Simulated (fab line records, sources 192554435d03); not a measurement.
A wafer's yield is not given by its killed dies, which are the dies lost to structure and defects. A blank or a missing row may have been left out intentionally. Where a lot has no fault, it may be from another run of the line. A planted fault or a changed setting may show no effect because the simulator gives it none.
Matching of chambers | flow n5 finfet | N5_MOL_CONTACT_COAG_ALD_27 on ald sin-03: 4 sister chambers
The step deposits SiOC, target thk 17 nm, pulse time 1.5 s, time 2720 s. 4 wafers are shown with their chamber, then 12 later ones without.

== EACH WAFER AND ITS CHAMBER ==
wafer  | chamber | heater power w (W)
L091.6 | 3       | 745
L092.2 | 0       | 801
L092.5 | 2       | 887
L092.6 | 1       | 757

== WAFERS WITH NO CHAMBER GIVEN ==
wafer  | heater power w (W)
L093.2 | 886
L093.4 | 752
L093.5 | 741
L094.1 | 738
L094.2 | 790
L094.3 | 872
L094.4 | 744
L094.5 | 757
L094.6 | 882
L096.1 | 755
L096.3 | 887
L096.4 | 876

== THE CHAMBER EACH PASSED THROUGH ==
wafer  | from the rows above     | in truth
L093.2 | 2                       | 2
L093.4 | can't be placed: 1 or 3 | 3
L093.5 | can't be placed: 3 or 1 | 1
L094.1 | can't be placed: 3 or 1 | 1
L094.2 | 0                       | 0
L094.3 | 2                       | 2
L094.4 | can't be placed: 3 or 1 | 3
L094.5 | can't be placed: 1 or 3 | 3
L094.6 | 2                       | 2
L096.1 | can't be placed: 1 or 3 | 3
L096.3 | 2                       | 2
L096.4 | 2                       | 2
6 of 12 placed correctly. Unplaceable from these rows: 6, with the true chamber sitting among the candidates in 6. Placed wrongly: 0.
How it was worked out, from the rows above alone: a wafer's distance from a chamber is the root of the sum, over the readings, of the square of ((its reading less the chamber's mean) divided by the reading's scatter). If the next closest chamber is less than 2 further off than the closest, the wafer can't be placed; otherwise it belongs to the closest. A chamber's mean is the mean of its shown wafers. The scatter: with one shown wafer a chamber, the root of the mean of the squares of how far each hidden wafer lies from its nearest shown one.
